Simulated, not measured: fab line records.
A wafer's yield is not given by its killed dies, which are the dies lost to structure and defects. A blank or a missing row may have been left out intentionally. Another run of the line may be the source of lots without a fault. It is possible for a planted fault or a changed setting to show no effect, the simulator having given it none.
fab line records    flow nand-harc
record: lots: 6  wafers: 18  last-day: 24
route steps=1159 shown P_CONTACT@241 P_M0@253 END@1159
lots with no fault: from the same line, run without faults
start-h: start of the lot's first displayed wafer, in hours after the record's first day    wait-h: hours from the lot's prior step to this one    " identical to the entry in the row above    L1.1+2: a row that stands for several wafers    - no value, or no start given    * or withheld: withheld    < > ~ a bound
route shown NAME@n: names a module that has steps shown in the file, with the first one's number in the route    usual: mean/standard deviation of fault-free wafers    same: alike in all rows    chamber/n: place in a boat    sites: per-site readings    _std_site: standard deviation across them    _edge_site: mean of outer sites minus mean of inner sites    radius-mm: how far each site lies from the wafer's centre    mask NAME#n: copy n    behind: the tool/chamber that last shaped the wafer    hold: reason for holding the lot/hours on hold/outcome of the hold    device: transistor that didn't switch, given as n, p or np    end of line: the tests these same wafers got at the end of their route    a step with no rows: only its recipe    killed: at the first sort, the dies lost to defects and structure; wafer yield is something else    map: shows each die of a wafer: x if killed, . if not, _ if none is there
set.NAME: the setting that was run; set.NAME@STEP: the one run at that earlier step    model.NAME: the simulator's own value behind a step, which no gauge read
certain route steps with their lots: each step a table, each wafer a row
services: a tool's chamber out of use, with start hour (start-h, from the record's first day; less than 0 if before it), hours out, and reason
== steps ==
step: NHARC_P_CONTACT_CD_MEAS_19
usual: cd-nm: 89.6/1.4
lot.wafer  tool       chamber  start-h  wait-h  cd-nm
L255.3     cd-sem-01  -        119.55   -       92.6
L255.4     "          -        "        "       89.9
L255.5     "          -        "        "       87.5
L261.2     cd-sem-02  -        154.77   -       87.6
L261.4     "          -        "        "       89.1
L261.5     "          -        "        "       91.0
L262.3     cd-sem-01  -        155.24   -       89.9
L262.5     "          -        "        "       88.5
L262.6     "          -        "        "       88.2
L273.1     cd-sem-03  -        227.24   -       90.5
L273.4     "          -        "        "       92.3
L273.5     "          -        "        "       91.4
L274.1     cd-sem-01  -        228.43   -       90.2
L274.3     "          -        "        "       91.2
L274.6     "          -        "        "       89.1
L276.1     cd-sem-01  -        243.13   -       91.0
L276.3     "          -        "        "       88.9
L276.6     "          -        "        "       90.1
step: NHARC_P_CONTACT_STRIP_28
recipe: o2-flow-sccm: 500  ar-flow-sccm: 0  bias-w: 0  chemistry: O2
usual: drypump-motor-current-A: 5.72/0.25  mfc-ar-sccm: 0.018/0.0087  oes-product-au: 1.003/0.011  rf-vpp-V: 58.1/0.85  showerhead-plenum-p-Torr: 3.64/0.077  throttle-valve-pct: 17.037/0.0089
lot.wafer  tool         chamber  start-h  wait-h  drypump-motor-current-A  mfc-ar-sccm  oes-product-au  rf-hours-counter-h  rf-vpp-V  showerhead-plenum-p-Torr  throttle-valve-pct
L255.4     rie-diel-10  0        119.66   0.1     5.68                     0.021        1.019           10                  57.4      3.59                      17.038
L255.3     "            1        "        "       5.43                     0.020        1.006           11                  57.1      3.58                      17.038
L255.5     "            2        "        "       5.57                     0.013        0.985           -                   58.1      3.58                      17.032
L261.2     rie-diel-10  0        154.85   0.1     5.68                     0.021        1.023           13                  58.6      3.58                      17.041
L261.4     "            1        "        "       5.42                     0.020        1.002           13                  59.1      3.58                      17.035
L261.5     "            0        "        "       5.70                     0.021        1.019           -                   59.0      3.58                      17.044
L262.3     rie-diel-04  0        155.46   0.2     5.77                     0.013        0.996           14                  59.6      3.67                      17.040
L262.6     "            2        "        "       5.59                     0            1.006           -                   58.6      3.70                      17.022
L262.5     "            3        "        "       6.05                     0            1.014           -                   58.2      3.53                      17.039
L273.4     rie-diel-10  3        227.33   0.1     5.94                     0.028        0.990           4                   57.9      3.78                      17.037
L273.1     "            2        "        "       5.60                     0.013        1.001           5                   57.5      3.58                      17.032
L273.5     "            0        "        "       5.69                     0.021        0.992           -                   58.4      3.58                      17.026
L274.3     rie-diel-10  2        228.55   0.1     5.59                     0.013        1.003           5                   58.2      3.58                      17.032
L274.1     "            3        "        "       5.87                     0.028        0.994           4                   57.6      3.77                      17.037
L274.6     "            1        "        "       5.41                     0.020        0.993           -                   56.9      3.57                      17.053
L276.1     rie-diel-10  3        243.22   0.1     5.86                     0.028        1.007           6                   59.9      3.77                      17.035
L276.3     "            1        "        "       5.43                     0.020        0.990           7                   56.9      3.57                      17.030
L276.6     "            0        "        "       5.70                     0.021        0.998           -                   56.9      3.58                      17.028
step: NHARC_P_CONTACT_STRIP_29
recipe: time-s: 1200  temp-c: 72.5  chemistry: post-etch-residue-remover
step: NHARC_P_CONTACT_DEGAS_38
recipe: temp-c: 300  time-s: 60
usual: heater-power-w: 495/49
lot.wafer  tool            chamber  start-h  wait-h  heater-power-w
L255.4     pvd-sputter-01  -        120.30   -       414
L255.3     "               -        "        "       543
L255.5     "               -        "        "       423
L261.2     pvd-sputter-03  -        155.47   -       429
L261.4     "               -        "        "       519
L261.5     "               -        "        "       436
L262.3     pvd-sputter-03  -        156.07   -       527
L262.6     "               -        "        "       508
L262.5     "               -        "        "       508
L273.1     pvd-sputter-01  -        227.97   -       411
L273.4     "               -        "        "       491
L273.5     "               -        "        "       416
L274.1     pvd-sputter-02  -        229.17   -       519
L274.3     "               -        "        "       517
L274.6     "               -        "        "       519
L276.1     pvd-sputter-03  -        243.85   -       506
L276.3     "               -        "        "       544
L276.6     "               -        "        "       516
step: NHARC_P_CONTACT_PRE_CLEAN_39
recipe: time-s: 19.5  bias-v: 250  gas: Ar
step: NHARC_P_CONTACT_PVD_32
recipe: target-thk-a: 50  chamber-pressure-pa: 5  power-w: 5000  substrate-temp-c: 200  time-s: 17.7  material: Ti
step: NHARC_P_CONTACT_ALD_22
recipe: target-thk-a: 30  pulse-time-s: 1  ald-cycles: 150  temp-c: 450  material: TiN
step: NHARC_P_CONTACT_CVD_23
recipe: target-thk-a: 2000  temp-c: 300  pressure-torr: 40  wf6-flow-sccm: 40  h2-flow-sccm: 1600  ar-flow-sccm: 1560  time-s: 557  material: W
step: NHARC_P_CONTACT_CMP_24
recipe: t-overpolish-s: 30  target-thk-nm: 200
step: NHARC_P_CONTACT_SRD_26
step: NHARC_P_CONTACT_INSPECT_27
usual: raw-defect-count: 331/160
lot.wafer  tool               chamber  start-h  wait-h  raw-defect-count
L255.3     defect-inspect-02  -        125.71   0.1     279
L255.4     "                  -        "        "       383
L255.5     "                  -        "        "       341
L261.2     defect-inspect-01  -        158.87   0.1     267
L261.4     "                  -        "        "       210
L261.5     "                  -        "        "       308
L262.3     defect-inspect-01  -        159.40   0.1     485
L262.5     "                  -        "        "       462
L262.6     "                  -        "        "       484
L273.1     defect-inspect-01  -        234.30   0.1     386
L273.4     "                  -        "        "       300
L273.5     "                  -        "        "       339
L274.1     defect-inspect-02  -        235.30   0.1     340
L274.3     "                  -        "        "       826
L274.6     "                  -        "        "       378
L276.1     defect-inspect-02  -        245.35   0.1     721
L276.3     "                  -        "        "       515
L276.6     "                  -        "        "       655
step: NHARC_P_M0_DEP_00
recipe: target-thk-a: 1500  target-thk-nm: 150  temp-c: withheld  pressure-torr: 5  flow-sccm: 200  rf-w: 600  material: SiOC
lot.wafer   tool      chamber  start-h  wait-h
L255.3+4+5  pecvd-03  0,2,1    125.82   0.1
L261.2+5+4  pecvd-03  1,2,0    158.93   0.1
L262.3+5+6  pecvd-03  1,2,0    159.56   0.2
L273.1+5+4  pecvd-02  1,2,0    234.46   0.2
L274.3+1+6  pecvd-02  0,1,1    235.41   0.1
L276.1+3+6  pecvd-02  1,2,2    245.47   0.1
step: NHARC_P_M0_DEHYDRATE_01
recipe: temp-c: 150  time-s: 120
step: NHARC_P_M0_HMDS_02
recipe: time-s: 30
step: NHARC_P_M0_COAT_33
recipe: temp-c: 200  time-s: 65
step: NHARC_P_M0_COAT_03
recipe: spin-rpm: 1500  resist-thk-nm: 90
step: NHARC_P_M0_SOFTBAKE_04
recipe: temp-c: 105  time-s: 55
step: NHARC_P_M0_EBR_05
step: NHARC_P_M0_EXPOSE_06
recipe: na: 1.35  target-cd-nm: 90  dose-mj: 81.28  mask-id: P_M0
step: NHARC_P_M0_PEB_07
recipe: peb-temp-c: 100  peb-time-s: 65
step: NHARC_P_M0_DEVELOP_08
recipe: develop-time-s: 35  dev-temp-c: 23
step: NHARC_P_M0_CD_MEAS_09
recipe: target-cd-nm: 90  landing-energy-ev: 500
usual: cd-nm: 90.0/0.6
lot.wafer  tool       chamber  start-h  wait-h  cd-nm
L255.3     cd-sem-02  0        126.49   -       89.5
L255.4     "          0        "        "       89.9
L255.5     "          0        "        "       89.4
L261.2     cd-sem-01  0        159.77   -       91.0
L261.4     "          0        "        "       90.6
L261.5     "          0        "        "       89.6
L262.3     cd-sem-02  0        160.31   -       90.5
L262.5     "          0        "        "       89.9
L262.6     "          0        "        "       91.0
L273.1     cd-sem-02  0        235.08   -       90.8
L273.4     "          0        "        "       90.8
L273.5     "          0        "        "       90.5
L274.1     cd-sem-02  0        236.07   -       89.9
L274.3     "          0        "        "       90.4
L274.6     "          0        "        "       91.0
L276.1     cd-sem-03  0        246.27   -       90.4
L276.3     "          0        "        "       90.0
L276.6     "          0        "        "       90.5
step: NHARC_P_M0_OVL_MEAS_10
recipe: pitch-nm: 180
usual: overlay-x-nm: -0.1/0.76  overlay-y-nm: -0.2/0.92
lot.wafer  tool        chamber  start-h  wait-h  overlay-x-nm  overlay-y-nm
L255.3     overlay-02  -        126.57   -       -1.8          -0.5
L255.4     "           -        "        "       -1.8          0.3
L255.5     "           -        "        "       -1.7          -0.3
L261.2     overlay-02  -        159.85   -       0.6           0.8
L261.4     "           -        "        "       0.0           0.3
L261.5     "           -        "        "       0.0           0.3
L262.3     overlay-02  -        160.39   -       -0.5          0.5
L262.5     "           -        "        "       -0.2          0.7
L262.6     "           -        "        "       -0.1          1.0
L273.1     overlay-02  -        235.16   -       -0.3          -1.0
L273.4     "           -        "        "       -0.2          -0.3
L273.5     "           -        "        "       -0.1          -0.4
L274.1     overlay-01  -        236.16   -       -1.2          -0.6
L274.3     "           -        "        "       -0.7          -1.3
L274.6     "           -        "        "       -0.6          -0.7
L276.1     overlay-01  -        246.37   -       -0.4          0.8
L276.3     "           -        "        "       -0.9          0.4
L276.6     "           -        "        "       -0.7          0.2
step: NHARC_P_M0_INSPECT_11
usual: raw-defect-count: 3.8/2
lot.wafer  tool               chamber  start-h  wait-h  raw-defect-count
L255.3     defect-inspect-01  -        126.61   0.0     5
L255.4     "                  -        "        "       2
L255.5     "                  -        "        "       5
L261.2     defect-inspect-01  -        159.89   0.0     3
L261.4     "                  -        "        "       5
L261.5     "                  -        "        "       1
L262.3     defect-inspect-01  -        160.43   0.0     0
L262.5     "                  -        "        "       3
L262.6     "                  -        "        "       5
L273.1     defect-inspect-01  -        235.20   0.0     2
L273.4     "                  -        "        "       1
L273.5     "                  -        "        "       3
L274.1     defect-inspect-02  -        236.19   0.0     3
L274.3     "                  -        "        "       5
L274.6     "                  -        "        "       3
L276.1     defect-inspect-01  -        246.41   0.0     5
L276.3     "                  -        "        "       2
L276.6     "                  -        "        "       2
step: NHARC_P_M0_DESCUM_14
recipe: time-s: 3  o2-flow-sccm: 200  ar-flow-sccm: 0  bias-power-w: 0  chemistry: O2
step: NHARC_P_M0_ETCH_34
recipe: target-depth-a: 400  overetch-a: 120  time-s: 43.94  ion-energy-ev: 200  n2-flow-sccm: 150  h2-flow-sccm: 150  ar-flow-sccm: 0  rf-w: 400  bias-w: 150  chemistry: N2/H2
step: NHARC_P_M0_ETCH_15
recipe: target-depth-a: 1500  overetch-a: 150  time-s: 82.5  c4f8-flow-sccm: withheld  ar-flow-sccm: 400  rf-w: 600  bias-w: 300  chemistry: C4F8/Ar
step: NHARC_P_M0_CD_MEAS_16
usual: cd-nm: 90.1/0.77
lot.wafer  tool       chamber  start-h  wait-h  cd-nm
L255.3     cd-sem-02  -        126.97   -       89.7
L255.4     "          -        "        "       90.0
L255.5     "          -        "        "       89.8
L261.2     cd-sem-03  -        160.25   -       91.2
L261.4     "          -        "        "       90.2
L261.5     "          -        "        "       89.4
L262.3     cd-sem-02  -        160.79   -       91.3
L262.5     "          -        "        "       90.1
L262.6     "          -        "        "       90.8
L273.1     cd-sem-03  -        235.56   -       89.5
L273.4     "          -        "        "       90.4
L273.5     "          -        "        "       91.3
L274.1     cd-sem-03  -        236.57   -       90.7
L274.3     "          -        "        "       90.5
L274.6     "          -        "        "       92.0
L276.1     cd-sem-01  -        246.82   -       90.3
L276.3     "          -        "        "       90.0
L276.6     "          -        "        "       90.9
step: NHARC_P_M0_STRIP_18
recipe: power-w: 1000  n2-flow-sccm: 150  h2-flow-sccm: 150  ar-flow-sccm: 0  bias-w: 0  chemistry: N2/H2
usual: drypump-motor-current-A: 5.6/0.56  mfc-ar-sccm: 0.004/0.0083  oes-product-au: 1.000/0.0091  rf-vpp-V: 90.8/0.92  showerhead-plenum-p-Torr: 2.08/0.07  throttle-valve-pct: 14.172/0.0075
lot.wafer  tool         chamber  start-h  wait-h  drypump-motor-current-A  mfc-ar-sccm  oes-product-au  rf-hours-counter-h  rf-vpp-V  showerhead-plenum-p-Torr  throttle-valve-pct
L255.4     rie-diel-05  2        127.09   0.1     4.7                      0            1.009           8.9                 92.4      2.21                      14.183
L255.3     "            3        "        "       6.6                      0.008        1.005           3.6                 90.1      2.05                      14.175
L255.5     "            0        "        "       6.1                      0.036        0.991           -                   92.2      2.07                      14.170
L261.4     rie-diel-03  2        160.37   0.1     5.7                      0            1.013           7.5                 89.9      2.17                      14.172
L261.2     "            3        "        "       5.3                      0            0.999           8.4                 90.6      2.01                      14.179
L261.5     "            0        "        "       4.9                      0.013        1.010           -                   90.7      2.19                      14.174
L262.3     rie-diel-03  0        160.91   0.1     4.8                      0.013        1.013           8.7                 91.0      2.19                      14.174
L262.6     "            2        "        "       5.6                      0            1.003           -                   91.7      2.17                      14.183
L262.5     "            3        "        "       5.2                      0            0.996           -                   89.5      2.01                      14.163
L273.1     rie-diel-03  3        235.64   0.1     5.3                      0            1.016           0.1                 90.4      2.01                      14.171
L273.4     "            1        "        "       5.5                      0            1.013           0.1                 89.8      2.07                      14.153
L273.5     "            0        "        "       4.8                      0.013        0.994           -                   91.3      2.19                      14.165
L274.3     rie-diel-03  3        236.66   0.1     5.2                      0            1.018           0.2                 91.1      2.01                      14.182
L274.1     "            0        "        "       4.9                      0.013        1.000           0.2                 91.9      2.19                      14.171
L274.6     "            3        "        "       5.2                      0            1.009           -                   89.5      2.01                      14.171
L276.1     rie-diel-03  0        246.89   0.1     4.8                      0.013        1.007           1.3                 92.1      2.19                      14.174
L276.3     "            2        "        "       5.7                      0            0.994           1.4                 90.7      2.17                      14.158
L276.6     "            0        "        "       4.8                      0.013        1.006           -                   91.7      2.19                      14.171
step: NHARC_P_M0_STRIP_19
recipe: time-s: 600  temp-c: 30  chemistry: post-etch-residue-remover
step: NHARC_P_M0_DEGAS_28
recipe: temp-c: 250  time-s: 60
step: NHARC_P_M0_PRE_CLEAN_29
recipe: time-s: 30  temp-c: 280  gas: H2/He
usual: heater-power-w: 432/40
lot.wafer  tool            chamber  start-h  wait-h  heater-power-w
L255.3     pvd-sputter-03  -        -        -       481
L255.4     "               -        "        "       456
L255.5     "               -        "        "       458
L261.4     pvd-sputter-02  -        -        -       440
L261.2     "               -        "        "       385
L261.5     "               -        "        "       449
L262.3     pvd-sputter-03  -        -        -       451
L262.5     "               -        "        "       448
L262.6     "               -        "        "       451
L273.1     pvd-sputter-01  -        -        -       349
L273.4     "               -        "        "       517
L273.5     "               -        "        "       350
L274.3     pvd-sputter-01  -        -        -       366
L274.1     "               -        "        "       522
L274.6     "               -        "        "       351
L276.1     pvd-sputter-02  -        -        -       424
L276.3     "               -        "        "       441
L276.6     "               -        "        "       391
step: NHARC_P_M0_PVD_20
recipe: target-thk-a: 50  bias-v: 168.6  power-w: 15000  chamber-pressure-pa: 0.12  time-s: 8.06  substrate-temp-c: 50  material: TaN
step: NHARC_P_M0_PVD_21
recipe: target-thk-a: 300  chamber-pressure-pa: 5  power-w: 5000  substrate-temp-c: 30  time-s: 20.49  material: Cu
step: NHARC_P_M0_ECD_22
recipe: target-thk-a: 4000  bath-temp-c: 25  material: Cu
step: NHARC_P_M0_ANNEAL_30
recipe: temp-c: 225  time-s: 90
step: NHARC_P_M0_CMP_23
recipe: t-overpolish-s: 20  target-thk-nm: 117.53
usual: motor-current-A: 11.8/0.75  slurry-flow-ml-min: 149.9/0.52  time-to-endpoint-s: 27.8/2.7
lot.wafer  tool    chamber  start-h  wait-h  motor-current-A  slurry-flow-ml-min  time-to-endpoint-s
L255.3     cmp-04  2        128.68   -       11.5             150.0               28.3
L255.4     "       0        "        "       11.7             149.7               31.8
L255.5     "       2        "        "       10.8             150.0               29.0
L261.2     cmp-04  0        162.01   -       11.2             150.2               29.5
L261.4     "       2        "        "       11.4             150.1               29.2
L261.5     "       0        "        "       11.4             150.5               26.9
L262.3     cmp-01  0        162.52   -       14.0             150.0               26.3
L262.5     "       3        "        "       12.7             150.3               23.5
L262.6     "       0        "        "       14.4             149.9               26.5
L273.1     cmp-02  3        237.27   -       13.0             149.1               25.9
L273.4     "       2        "        "       11.2             150.0               29.3
L273.5     "       0        "        "       10.6             150.0               28.3
L274.1     cmp-04  3        238.32   -       11.6             150.4               25.2
L274.3     "       0        "        "       11.3             150.2               28.6
L274.6     "       3        "        "       12.2             150.1               26.0
L276.1     cmp-04  2        248.65   -       11.3             149.5               23.4
L276.3     "       3        "        "       11.8             150.0               26.8
L276.6     "       0        "        "       11.6             150.2               27.1
step: NHARC_P_M0_SRD_25
step: NHARC_P_M0_INSPECT_27
usual: raw-defect-count: 309/130
lot.wafer  tool               chamber  start-h  wait-h  raw-defect-count
L255.3     defect-inspect-02  -        129.16   0.0     784
L255.4     "                  -        "        "       768
L255.5     "                  -        "        "       501
L261.2     defect-inspect-01  -        162.46   0.0     393
L261.4     "                  -        "        "       371
L261.5     "                  -        "        "       340
L262.3     defect-inspect-02  -        162.96   0.0     538
L262.5     "                  -        "        "       410
L262.6     "                  -        "        "       424
L273.1     defect-inspect-01  -        237.75   0.0     308
L273.4     "                  -        "        "       190
L273.5     "                  -        "        "       175
L274.1     defect-inspect-02  -        238.76   0.0     178
L274.3     "                  -        "        "       190
L274.6     "                  -        "        "       328
L276.1     defect-inspect-01  -        249.07   0.0     189
L276.3     "                  -        "        "       148
L276.6     "                  -        "        "       345
step: NHARC_END_SORT_01
recipe: temp-c: 25
usual: defect-limited-yield: 95.5/1.3  killed-at-array: 27/8.8  killed-at-other: 0.4/0.82  killed-at-periphery: 3.1/2.1  killed-dies: 31/8.8  killed-open: 3.3/2  killed-short: 2.0/1.4  sort_bin_2_pct: 1.3/0.56  sort_bin_3_pct: 0.25/0.21  sort_bin_4_pct: 2.9/0.89  sort-n-pass: 646/8.8  sort-rim-yield-pct: 95.8/2.7  sort-yield-pct: 95.5/1.3
same: gross-dies: 677  sort_bin_5_pct[%]: 0  sort_bin_6_pct[%]: 0  sort_bin_7_pct[%]: 0  sort_bin_8_pct[%]: 0  sort-rim-n-gross: 106.00
lot.wafer  tool       chamber  start-h  wait-h  defect-limited-yield[%]  killed-at-array  killed-at-other  killed-at-periphery  killed-dies  killed-open  killed-short  sort_bin_2_pct[%]  sort_bin_3_pct[%]  sort_bin_4_pct[%]  sort-n-pass  sort-rim-yield-pct[%]  sort-yield-pct[%]
L261.4     prober-02  0        485.77   3.4     0                        30               0                647                  677          1            4             97.2               0                  2.8                0            0                      0
L262.6     prober-01  0        494.13   3.9     0                        31               0                646                  677          3            5             96.6               0.15               3.2                0            0                      0
L274.1     prober-02  0        561.60   2.5     95.0                     32               1                1                    34           3            3             1.0                0.15               3.8                643          96.2                   95.0
L274.3     prober-02  0        563.18   3.1     95.0                     30               0                4                    34           3            2             1.2                0.30               3.5                643          98.1                   95.0
L274.6     prober-02  0        565.54   3.9     95.0                     30               1                3                    34           2            2             2.1                0.30               2.7                643          97.2                   95.0
killed by level:class
L261.4 P_M0:area-dep=646 A_CHANNEL_HOLE_D1:chamber-film-flake=19 A_STAIRCASE:chamber-film-flake=6 A_SOURCE_PLATE:geometric-particle:short=1 A_STAIRCASE:geometric-particle:short=1 A_SGD_CUT:geometric-particle:short=1 A_WL_FILL:geometric-particle:open=1 A_CONTACT:geometric-particle:short=1
L262.6 P_M0:area-dep=646 A_SLIT:chamber-film-flake=12 A_CHANNEL_HOLE_D1:chamber-film-flake=4 A_CONTACT:chamber-film-flake=3 A_ONON_D1:geometric-particle:short=2 A_SOURCE_PLATE:geometric-particle:open=1 A_ONON_D1:geometric-particle:open=1 A_WL_FILL:geometric-particle:short=1
L274.1 A_CHANNEL_HOLE_D1:chamber-film-flake=21 A_STAIRCASE:chamber-film-flake=3 A_WL_FILL:geometric-particle:open=2 A_WL_FILL:chamber-film-flake=2 A_SGD_CUT:geometric-particle:short=1 A_CONTACT:geometric-particle:short=1 A_BLC:geometric-particle:open=1 A_M0:geometric-particle:short=1
L274.3 A_CHANNEL_HOLE_D1:chamber-film-flake=19 A_CONTACT:chamber-film-flake=3 P_STI:chamber-film-flake=2 A_STAIRCASE:chamber-film-flake=2 A_WL_FILL:chamber-film-flake=2 P_M1:geometric-particle:open=1 A_CHANNEL_FILL_D1:geometric-particle:open=1 A_SLIT:geometric-particle:short=1
L274.6 A_CHANNEL_HOLE_D1:chamber-film-flake=21 A_STAIRCASE:chamber-film-flake=4 A_WL_FILL:chamber-film-flake=3 P_GATE:geometric-particle:open=1 P_M1:geometric-particle:open=1 A_WL_FILL:geometric-particle:short=1 A_M1:geometric-particle:short=1 P_GATE:chamber-film-flake=1
map L261.4 (x killed, . not)
____________x____________
_________xxxxxxx_________
_______xxxxxxxxxxx_______
______xxxxxxxxxxxxx______
_____xxxxxxxxxxxxxxx_____
____xxxxxxxxxxxxxxxxx____
____xxxxxxxxxxxxxxxxx____
___xxxxxxxxxxxxxxxxxxx___
___xxxxxxxxxxxxxxxxxxx___
__xxxxxxxxxxxxxxxxxxxxx__
__xxxxxxxxxxxxxxxxxxxxx__
_xxxxxxxxxxxxxxxxxxxxxxx_
_xxxxxxxxxxxxxxxxxxxxxxx_
_xxxxxxxxxxxxxxxxxxxxxxx_
_xxxxxxxxxxxxxxxxxxxxxxx_
_xxxxxxxxxxxxxxxxxxxxxxx_
xxxxxxxxxxxxxxxxxxxxxxxxx
xxxxxxxxxxxxxxxxxxxxxxxxx
xxxxxxxxxxxxxxxxxxxxxxxxx
xxxxxxxxxxxxxxxxxxxxxxxxx
xxxxxxxxxxxxxxxxxxxxxxxxx
_xxxxxxxxxxxxxxxxxxxxxxx_
_xxxxxxxxxxxxxxxxxxxxxxx_
_xxxxxxxxxxxxxxxxxxxxxxx_
_xxxxxxxxxxxxxxxxxxxxxxx_
_xxxxxxxxxxxxxxxxxxxxxxx_
__xxxxxxxxxxxxxxxxxxxxx__
__xxxxxxxxxxxxxxxxxxxxx__
___xxxxxxxxxxxxxxxxxxx___
___xxxxxxxxxxxxxxxxxxx___
____xxxxxxxxxxxxxxxxx____
____xxxxxxxxxxxxxxxxx____
_____xxxxxxxxxxxxxxx_____
______xxxxxxxxxxxxx______
_______xxxxxxxxxxx_______
_________xxxxxxx_________
____________x____________
map L262.6 (x killed, . not)
____________x____________
_________xxxxxxx_________
_______xxxxxxxxxxx_______
______xxxxxxxxxxxxx______
_____xxxxxxxxxxxxxxx_____
____xxxxxxxxxxxxxxxxx____
____xxxxxxxxxxxxxxxxx____
___xxxxxxxxxxxxxxxxxxx___
___xxxxxxxxxxxxxxxxxxx___
__xxxxxxxxxxxxxxxxxxxxx__
__xxxxxxxxxxxxxxxxxxxxx__
_xxxxxxxxxxxxxxxxxxxxxxx_
_xxxxxxxxxxxxxxxxxxxxxxx_
_xxxxxxxxxxxxxxxxxxxxxxx_
_xxxxxxxxxxxxxxxxxxxxxxx_
_xxxxxxxxxxxxxxxxxxxxxxx_
xxxxxxxxxxxxxxxxxxxxxxxxx
xxxxxxxxxxxxxxxxxxxxxxxxx
xxxxxxxxxxxxxxxxxxxxxxxxx
xxxxxxxxxxxxxxxxxxxxxxxxx
xxxxxxxxxxxxxxxxxxxxxxxxx
_xxxxxxxxxxxxxxxxxxxxxxx_
_xxxxxxxxxxxxxxxxxxxxxxx_
_xxxxxxxxxxxxxxxxxxxxxxx_
_xxxxxxxxxxxxxxxxxxxxxxx_
_xxxxxxxxxxxxxxxxxxxxxxx_
__xxxxxxxxxxxxxxxxxxxxx__
__xxxxxxxxxxxxxxxxxxxxx__
___xxxxxxxxxxxxxxxxxxx___
___xxxxxxxxxxxxxxxxxxx___
____xxxxxxxxxxxxxxxxx____
____xxxxxxxxxxxxxxxxx____
_____xxxxxxxxxxxxxxx_____
______xxxxxxxxxxxxx______
_______xxxxxxxxxxx_______
_________xxxxxxx_________
____________x____________
== services ==
tool            chamber  start-h  hours  kind
pecvd-02        0        101.32   23.9   repair
pvd-sputter-03  -        102.00   10.0   pm
cmp-04          -        105.13   4.0    pm
pvd-sputter-01  -        105.21   0.5    repair
rie-diel-05     -        107.43   0.3    repair
rie-diel-10     3        109.29   4.2    repair
pecvd-03        -        111.37   13.0   pm
pvd-sputter-01  -        118.62   0.6    repair
pecvd-02        -        153.24   13.0   pm
pvd-sputter-01  -        158.00   10.0   pm
pecvd-02        -        170.52   0.4    repair
rie-diel-10     -        176.50   9.0    pm
pvd-sputter-02  -        188.30   6.9    repair
rie-diel-10     -        190.90   0.1    repair
cmp-04          -        203.25   4.0    pm
pecvd-02        0        207.03   5.3    repair
rie-diel-10     0        210.45   7.4    repair
pecvd-02        -        211.36   0.4    repair
rie-diel-03     -        215.30   9.0    pm
pvd-sputter-02  -        215.37   10.0   pm
pecvd-02        -        235.98   0.8    repair
cmp-04          -        237.38   0.3    repair
rie-diel-03     1        237.99   10.2   repair
rie-diel-03     0        240.92   4.2    repair
== key ==
first-sign: step: NHARC_END_SORT_01  reading: killed-at-periphery  direction: up  sigmas: 99+  usual: 3.1  struck: 646.5
effect: step: NHARC_END_SORT_01  reading: sort_bin_2_pct  direction: up  sigmas: 99+  usual: 1.3  struck: 96.9
more-kills-born-at: NHARC_P_M0_DEP_00@pecvd-03: 1292
met-at NHARC_P_M0_DEP_00
struck-wafers L261.4,L262.6
later-rows-left-out L261.4,L262.6
fault: kind: process-parameter-drift  tool: pecvd-03  chamber: 0  onset-h: 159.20  steps: NHARC_P_M0_DEP_00  channel: target-thk-a  offset: *  shape: step  end-h: 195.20  acts-in: *  stated: *
later-rows-left-out: the simulator's readings of these wafers behind a module that went badly wrong aren't trusted and aren't shown, but for the sort
